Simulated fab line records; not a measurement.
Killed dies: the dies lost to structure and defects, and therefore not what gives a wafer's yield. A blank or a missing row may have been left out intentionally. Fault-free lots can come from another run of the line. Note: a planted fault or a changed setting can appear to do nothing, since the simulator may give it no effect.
Which tool is to blame? | flow nand-harc | 14 lots with 42 wafers sampled at 4 steps, on a route of 1302 steps

WHAT THE GAUGES SHOWED, per wafer
NHARC_A_CHANNEL_HOLE_D1_INSPECT_40. Usual: 74 for raw-defect-count, sd 26.
lot  | measured     | on                | raw-defect-count | flag
L478 | day 9 08:11  | defect-inspect-02 | 49 40 30         |
L479 | day 9 09:26  | defect-inspect-01 | 83 101 90        |
L481 | day 10 00:15 | defect-inspect-02 | 32 38 28         |
L483 | day 11 04:59 | defect-inspect-01 | 84 59 71         |
L484 | day 11 23:44 | defect-inspect-01 | 45 60 59         |
L489 | day 13 14:28 | defect-inspect-01 | 112 141 102      |
L490 | day 14 00:59 | defect-inspect-01 | 107 113 94       |
L491 | day 14 23:04 | defect-inspect-02 | 68 57 55         |
L492 | day 15 01:05 | defect-inspect-01 | 97 122 90        |
L494 | day 16 01:42 | defect-inspect-02 | 87 97 85         |
L496 | day 17 04:03 | defect-inspect-01 | 59 60 57         |
L497 | day 17 19:34 | defect-inspect-01 | 79 73 79         |
L498 | day 17 20:50 | defect-inspect-01 | 43 67 69         |
L500 | day 18 11:35 | defect-inspect-01 | 44 52 51         |

NHARC_A_ONON_D2_THK_MEAS_27: measures by ellipsometry. Usual: 1000 nm for thk-nm, sd 9.2.
lot  | measured     | on            | thk-nm (nm)    | flag
L478 | day 13 08:10 | film-metro-01 | 1002 1004 1003 |
L479 | day 13 08:10 | film-metro-02 | 1008 1009 1010 |
L481 | day 14 05:17 | film-metro-02 | 1007 1006 1007 |
L483 | day 15 06:46 | film-metro-02 | 1006 1004 1004 |
L484 | day 16 13:14 | film-metro-01 | 994 995 993    |
L489 | day 17 20:44 | film-metro-02 | 991 640 990    | OFF
L490 | day 18 04:20 | film-metro-01 | 1015 664 1013  | OFF
L491 | day 19 11:29 | film-metro-01 | 995 996 993    |
L492 | day 19 11:29 | film-metro-02 | 997 995 997    |
L494 | day 20 01:44 | film-metro-01 | 992 993 992    |
L496 | day 21 06:20 | film-metro-01 | 992 992 991    |
L497 | day 21 22:19 | film-metro-01 | 998 996 997    |
L498 | day 21 22:19 | film-metro-02 | 1000 1000 1002 |
L500 | day 22 11:22 | film-metro-02 | 986 985 985    |

TOOL THAT RAN EACH LOT (tool first, then ch and the chambers of the sampled wafers, then the start)
lot  | NHARC_A_CHANNEL_HOLE_D1_ETCH_38    | NHARC_A_ONON_D2_DEP_25
L478 | rie-diel-11 ch 0,1,3, day 9 01:21  | pecvd-onon-01 ch 0, day 13 07:39
L479 | rie-diel-03 ch 1,2,3, day 9 02:20  | pecvd-onon-02 ch 0, day 13 07:40
L481 | rie-diel-11 ch 0,3, day 9 15:40    | pecvd-onon-02 ch 0, day 14 04:47
L483 | rie-diel-07 ch 0,2,3, day 10 21:02 | pecvd-onon-04 ch 0, day 15 06:26
L484 | rie-diel-03 ch 0,1,2, day 11 16:56 | pecvd-onon-01 ch 0, day 16 12:47
L489 | rie-diel-03 ch 0,1,2, day 13 07:38 | pecvd-onon-01 ch 0, day 17 20:14
L490 | rie-diel-03 ch 1,2,3, day 13 18:11 | pecvd-onon-01 ch 0, day 18 03:49
L491 | rie-diel-11 ch 0,2, day 14 16:16   | pecvd-onon-02 ch 0, day 19 11:02
L492 | rie-diel-11 ch 2,3, day 14 18:08   | pecvd-onon-04 ch 0, day 19 11:02
L494 | rie-diel-11 ch 0,1,2, day 15 18:46 | pecvd-onon-04 ch 0, day 20 01:20
L496 | rie-diel-03 ch 0,1, day 16 12:27   | pecvd-onon-01 ch 0, day 21 06:00
L497 | rie-diel-03 ch 1,3, day 17 07:05   | pecvd-onon-02 ch 0, day 21 21:52
L498 | rie-diel-07 ch 0,1,3, day 17 07:13 | pecvd-onon-01 ch 0, day 21 21:49
L500 | rie-diel-03 ch 1,2,3, day 18 00:47 | pecvd-onon-01 ch 0, day 22 10:52
- NHARC_A_CHANNEL_HOLE_D1_ETCH_38: etches the open film in CF4, target depth 39 nm, time 65 s.
- NHARC_A_ONON_D2_DEP_25: target thk 1000 nm.

AS READ BY THE TOOLS THEMSELVES (means over the sampled wafers that have a number; for cases with no such wafer, the mark the record gives instead)
NHARC_A_CHANNEL_HOLE_D1_ETCH_38. Usual: bias-w 100.02 W (standard deviation 0.27); cf4-flow-sccm 150.0 sccm (standard deviation 0.38); drypump-motor-current-A 5.7 A (standard deviation 0.31); oes-product-au 0.998 a.u. (standard deviation 0.01); rf-vpp-V 151.3 V (standard deviation 0.88); showerhead-plenum-p-Torr 1.78 Torr (standard deviation 0.032); throttle-valve-pct 13.284 % (standard deviation 0.0089).
lot  | tool        | bias-w (W) | cf4-flow-sccm (sccm) | drypump-motor-current-A (A) | oes-product-au (a.u.) | rf-vpp-V (V) | showerhead-plenum-p-Torr (Torr) | throttle-valve-pct (%) | flag
L478 | rie-diel-11 | 100.13     | 150.2                | 5.6                         | 1.005                 | 150.6        | 1.78                            | 13.289                 |
L479 | rie-diel-03 | 99.98      | 150.2                | 5.8                         | 0.995                 | 151.0        | 1.80                            | 13.283                 |
L481 | rie-diel-11 | 100.32     | 150.3                | 5.5                         | 0.999                 | 150.8        | 1.78                            | 13.290                 |
L483 | rie-diel-07 | 100.19     | 150.0                | 5.6                         | 1.004                 | 151.3        | 1.79                            | 13.277                 |
L484 | rie-diel-03 | 100.11     | 149.6                | 5.7                         | 1.000                 | 152.0        | 1.79                            | 13.284                 |
L489 | rie-diel-03 | 100.00     | 150.2                | 5.7                         | 1.005                 | 151.2        | 1.79                            | 13.275                 |
L490 | rie-diel-03 | 100.11     | 149.7                | 5.8                         | 1.002                 | 151.8        | 1.79                            | 13.283                 |
L491 | rie-diel-11 | 100.28     | 150.2                | 5.6                         | 0.989                 | 150.3        | 1.76                            | 13.274                 |
L492 | rie-diel-11 | 100.05     | 149.9                | 5.3                         | 1.001                 | 150.8        | 1.75                            | 13.289                 |
L494 | rie-diel-11 | 99.83      | 150.0                | 5.6                         | 0.997                 | 151.6        | 1.75                            | 13.279                 |
L496 | rie-diel-03 | 100.03     | 150.0                | 5.6                         | 0.998                 | 150.6        | 1.77                            | 13.288                 |
L497 | rie-diel-03 | 100.27     | 149.6                | 5.8                         | 0.990                 | 151.7        | 1.78                            | 13.291                 |
L498 | rie-diel-07 | 99.77      | 150.2                | 5.8                         | 1.004                 | 150.8        | 1.74                            | 13.275                 |
L500 | rie-diel-03 | 99.92      | 149.9                | 5.8                         | 0.993                 | 151.6        | 1.79                            | 13.295                 |

NHARC_A_ONON_D2_DEP_25. Usual: 499.9 sccm for nh3-flow-sccm, sd 1.5.
lot  | tool          | nh3-flow-sccm (sccm) | flag
L478 | pecvd-onon-01 | 498.8                |
L479 | pecvd-onon-02 | 499.7                |
L481 | pecvd-onon-02 | 500.3                |
L483 | pecvd-onon-04 | 500.8                |
L484 | pecvd-onon-01 | 499.0                |
L489 | pecvd-onon-01 | 501.6                |
L490 | pecvd-onon-01 | 500.1                |
L491 | pecvd-onon-02 | 503.4                |
L492 | pecvd-onon-04 | 498.7                |
L494 | pecvd-onon-04 | 501.1                |
L496 | pecvd-onon-01 | 498.7                |
L497 | pecvd-onon-02 | 500.2                |
L498 | pecvd-onon-01 | 501.4                |
L500 | pecvd-onon-01 | 499.3                |

THE ANSWER, worked out from the rows above alone
Rule: take the mean of a lot's wafers that have a number; if it is more than 3 standard deviations from the usual mean, the lot is off. Also off: a lot with no number at a reading for which 4 or more lots have one. Where the step has rows for the other lots, those lots are counted as sound. The gauges are gone through in route order, then the tools' own readings, and for those a lot's mean is taken as printed above. The first step at which some lot is off is used, and at that step the reading that is off furthest; a lot without a number counts as furthest.
Off: L489, L490, at NHARC_A_ONON_D2_THK_MEAS_27 (thk-nm).
A tool fits if, at a process step before that reading, it ran every lot that is off, and no sound lot after the first of them. Those tools and the gauges at NHARC_A_ONON_D2_THK_MEAS_27 are tried in the same way. None of those tried fits.

WHAT THE SIMULATOR HAD PUT IN
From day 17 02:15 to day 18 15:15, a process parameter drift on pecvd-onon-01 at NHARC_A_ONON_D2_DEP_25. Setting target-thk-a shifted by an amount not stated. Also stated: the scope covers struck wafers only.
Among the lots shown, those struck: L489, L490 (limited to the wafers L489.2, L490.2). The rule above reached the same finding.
